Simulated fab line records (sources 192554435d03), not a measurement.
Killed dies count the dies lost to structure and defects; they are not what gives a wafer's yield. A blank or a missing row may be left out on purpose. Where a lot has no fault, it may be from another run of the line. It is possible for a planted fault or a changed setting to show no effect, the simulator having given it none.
Matching of chambers ; flow n5Finfet ; N5_BEOL_M4_PECVD_72 on pecvd-02: 3 sister chambers
The step deposits SiO2 from TEOS/O2, target thk 16 nm, time 18 s. 16 wafers are shown with their chamber, then 8 later ones without.

EACH WAFER AND ITS CHAMBER
wafer;chamber;showerheadVppV (V);heaterPowerW (W);showerheadPlenumPTorr (Torr)
L076.2;0;1208;833;8.84
L076.3;1;1343;652;8.78
L076.5;2;1316;667;8.76
L080.2;2;1337;661;8.75
L080.3;1;1330;679;8.73
L080.6;0;1234;789;8.82
L083.1;2;1332;650;8.76
L083.4;1;1362;682;8.73
L083.6;0;1230;807;8.83
L087.4;1;1336;683;8.75
L087.5;2;1317;687;8.75
L087.6;0;1211;833;8.85
L088.1;1;1339;691;8.78
L088.4;0;1229;807;8.82
L088.6;2;1331;626;8.75
L092.2;1;1331;675;8.78

SIGNATURES (means of the wafers above)
reading;chamber 0;chamber 1;chamber 2;scatter within a chamber
showerheadVppV;1222.40;1340.17;1326.60;11.2
heaterPowerW;813.80;677.00;658.20;18.3
showerheadPlenumPTorr;8.8320;8.7583;8.7540;0.0173
Rule: for a wafer and a chamber, the distance is found by dividing, reading by reading, the gap between the wafer's reading and the chamber's mean by the reading's scatter, squaring, summing and taking the root. The wafer belongs to the nearest chamber; if the next one is less than 2 further off, it can't be placed. The scatter: take each reading less its chamber's mean, square it, sum over the shown wafers, divide by the number of wafers less the number of chambers, and take the root.

WAFERS WITH NO CHAMBER GIVEN
wafer;showerheadVppV (V);heaterPowerW (W);showerheadPlenumPTorr (Torr)
L092.4;1218;831;8.83
L092.5;1341;667;8.75
L093.2;1192;798;8.84
L093.3;1324;663;8.78
L093.4;1336;670;8.76
L095.1;1340;667;8.77
L095.3;1234;816;8.83
L095.6;1239;842;8.83

THE CHAMBER EACH PASSED THROUGH
wafer;from the rows above;in truth
L092.4;0;0
L092.5;can't be placed: 1 or 2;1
L093.2;0;0
L093.3;can't be placed: 2 or 1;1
L093.4;can't be placed: 1 or 2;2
L095.1;can't be placed: 1 or 2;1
L095.3;0;0
L095.6;0;0
Placed correctly: 4 of 8. These rows do not allow placing 4 (true chamber among the candidates in 4). Placed wrongly: 0.
